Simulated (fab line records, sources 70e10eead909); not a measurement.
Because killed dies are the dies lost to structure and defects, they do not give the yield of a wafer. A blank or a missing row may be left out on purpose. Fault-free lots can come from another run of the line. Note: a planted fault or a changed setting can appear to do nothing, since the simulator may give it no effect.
One fault seen from 2 desks    flow nand-harc    each desk has only its own numbers; what lay behind them comes last

FOR THE TOOL OWNER'S DESK: wet-bench-07
The tool's own readings at NHARC_P_STI_PRECLEAN_32 (cleans in SC1): means of the sampled wafers that have a number, for each lot that ran on this tool. A lot is out of limits, marked OUT, if its mean lies more than 4 standard deviations from the usual mean; the brackets give that distance.
Columns: A = nh4oh-flow-mL-min at NHARC_P_STI_PRECLEAN_32, usual 28.29
lot   first seen here  A
L657  day 2 22:04      28.30
L659  day 3 17:01      28.35
L658  day 3 17:11      28.26
L660  day 4 01:05      28.31
L661  day 4 13:11      28.25
L668  day 7 12:05      28.31
Finding of this desk: none of the 6 lots has anything out of limits.

FROM THE METROLOGY DESK
What the gauges read for every lot (on any tool): the sampled wafers with a number, averaged. A lot is out of limits, marked OUT, if its mean lies more than 4 standard deviations from the usual mean; the brackets give that distance.
Columns: A = cd-nm at NHARC_THIN_TSV_CD_MEAS_37, usual 4998.2 nm
lot   first seen here  A
L659  day 24 07:32     4995.7
L657  day 24 14:17     4999.5
L658  day 24 15:22     4997.2
L660  day 25 08:25     4998.1
L661  day 25 09:36     4999.3
L664  day 26 14:49     4998.6
L668  day 28 16:59     4998.4
L672  day 29 17:04     4999.6
L675  day 32 10:04     4998.5
L678  day 32 20:34     4996.9
Finding of this desk: none of the 10 lots has anything out of limits.

TAKEN TOGETHER
Nothing out of limits was seen by the tool owner's desk.
Metrology desk: nothing out of limits seen.

WHAT THE SIMULATOR HAD INSERTED
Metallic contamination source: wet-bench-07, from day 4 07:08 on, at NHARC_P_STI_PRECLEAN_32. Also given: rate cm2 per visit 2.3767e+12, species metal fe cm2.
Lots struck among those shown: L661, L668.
